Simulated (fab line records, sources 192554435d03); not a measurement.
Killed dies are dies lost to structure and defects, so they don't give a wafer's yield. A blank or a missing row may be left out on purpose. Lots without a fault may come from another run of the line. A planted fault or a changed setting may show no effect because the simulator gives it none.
A struck lot beside a sound one | flow n5_finfet | 19 steps out of a route of 1938
Sound: wafers L248.3, L248.4, L248.6. Struck: wafers L253.1, L253.4, L253.5. The cause comes at the end.
At each step with rows: each side's tool, then ch and its chambers, then its first start. Under that, the readings that differ: sound wafers | struck wafers | difference of the means | sigmas: that difference in standard deviations of wafers without a fault.
alike: readings whose means differ by less than 2 such deviations, and words and numbers that are the same on both sides. not compared: withheld readings, readings that some wafer has no value for, bounds like >300 that may hide the same value, and numbers for which the record gives no deviation and whose values overlap.
The two part at a step that has a row with sigmas, a row that says differs or no value, or rows on one side only. Numbers that don't overlap but have no deviation are shown without sigmas and don't part them. A reading that every wafer of one side lacks parts them only if that side has two wafers or more.

first, 9 steps without rows for these wafers: N5_BEOL_M2_COAT_05 (resist thk 30 nm); N5_BEOL_M2_EBR_07; N5_BEOL_M2_SOFTBAKE_06 (time 60 s); N5_BEOL_M2_EXPOSE_08 (exposes mask M2); N5_BEOL_M2_PEB_09 (peb time 60 s); N5_BEOL_M2_DEVELOP_10 (develop time 30 s); N5_BEOL_M2_DESCUM_16 (chemistry O2, time 7 s); N5_BEOL_M2_ETCH_74 (etches underlayer in N2/H2, target depth 6.5 nm, time 5.2 s); N5_BEOL_M2_ETCH_63 (etches SiARC in CF4, target depth 15.6 nm, time 26 s).
N5_BEOL_M2_ETCH_64: etches SOC in N2/H2, target depth 75 nm, overetch 22.5 nm, time 121.9 s.
  sound on rie_diel-01 ch 0,2, day 7 04:26; struck on rie_diel-01 ch 0,1,2, day 8 12:26
  reading                                    | sound       | struck      | difference | sigmas
  model.SiARC_of_BEOL_M2_COAT_62.thk_nm (nm) | 6.6 6.2 6.2 | 3.6 4.2 3.6 | -2.5       |
  model.BEOL_M2.cd_offset_nm (nm)            | 0.2 0 0.2   | 1 1.2 1.4   | +1         |
  alike: bias_w, drypump_motor_current_A, oes_product_au, rf_vpp_V, showerhead_plenum_p_Torr, throttle_valve_pct
  not compared: rf_hours_counter_h
then, 3 steps without rows for these wafers: N5_BEOL_M2_STRIP_65 (strips in N2/H2); N5_BEOL_M2_STRIP_75 (strips in N2/H2); N5_BEOL_M2_STRIP_66 (strips in CF4).
N5_BEOL_M2_HM_OPEN_17: chemistry Cl2/BCl3, target TiN, target depth 20 nm, overetch 6 nm.
  sound on rie_metal-02 ch 0,1, day 7 04:38; struck on rie_metal-03 ch 0,1, day 8 12:37
  reading                         | sound        | struck    | difference | sigmas
  model.BEOL_M2.cd_offset_nm (nm) | 0.4 -0.2 0.2 | 1 1.4 1.6 | +1         |
  alike: bias_w, drypump_motor_current_A, he_backside_leak_sccm, mfc_ar_sccm, oes_product_au, throttle_valve_pct
  not compared: rf_hours_counter_h
then, 1 step without rows for these wafers: N5_BEOL_M2_STRIP_19 (strips in O2).
N5_BEOL_M2_CD_MEAS_18: pitch 36 nm, target cd 18 nm.
  sound on cd_sem-02, day 7 04:50; struck on cd_sem-03, day 8 12:47
  reading    | sound          | struck         | difference | sigmas
  cd_nm (nm) | 18.2 18.1 18.3 | 18.6 19.0 19.7 | +0.9       | +3
then, 1 step without rows for these wafers: N5_BEOL_M2_COAT_67 (time 60 s, resist thk 60 nm).
N5_BEOL_M4_RC_MEAS_101:
  sound on prober-01 ch 0, day 8 13:27; struck on prober-01 ch 0, day 9 16:57
  alike: DIBL_N, DIBL_P, IOFF_N, IOFF_P, ION_N, ION_P, SS_N, SS_P, VT_N, VT_P
-- the record jumps here: 4 days lie between the struck wafers' starts before and after (it left off in module BEOL_M4 and takes up again in module PASSIVATION, whose first step shown is number 1936 of the route) --
N5_PASSIVATION_PROBE_49:
  the record has rows for the struck wafers here (prober-02, day 13 21:44) and none for the sound ones

WHERE THEY PART
First at N5_BEOL_M2_CD_MEAS_18; last, within this record, at N5_PASSIVATION_PROBE_49.

WHY: what the simulator had put in
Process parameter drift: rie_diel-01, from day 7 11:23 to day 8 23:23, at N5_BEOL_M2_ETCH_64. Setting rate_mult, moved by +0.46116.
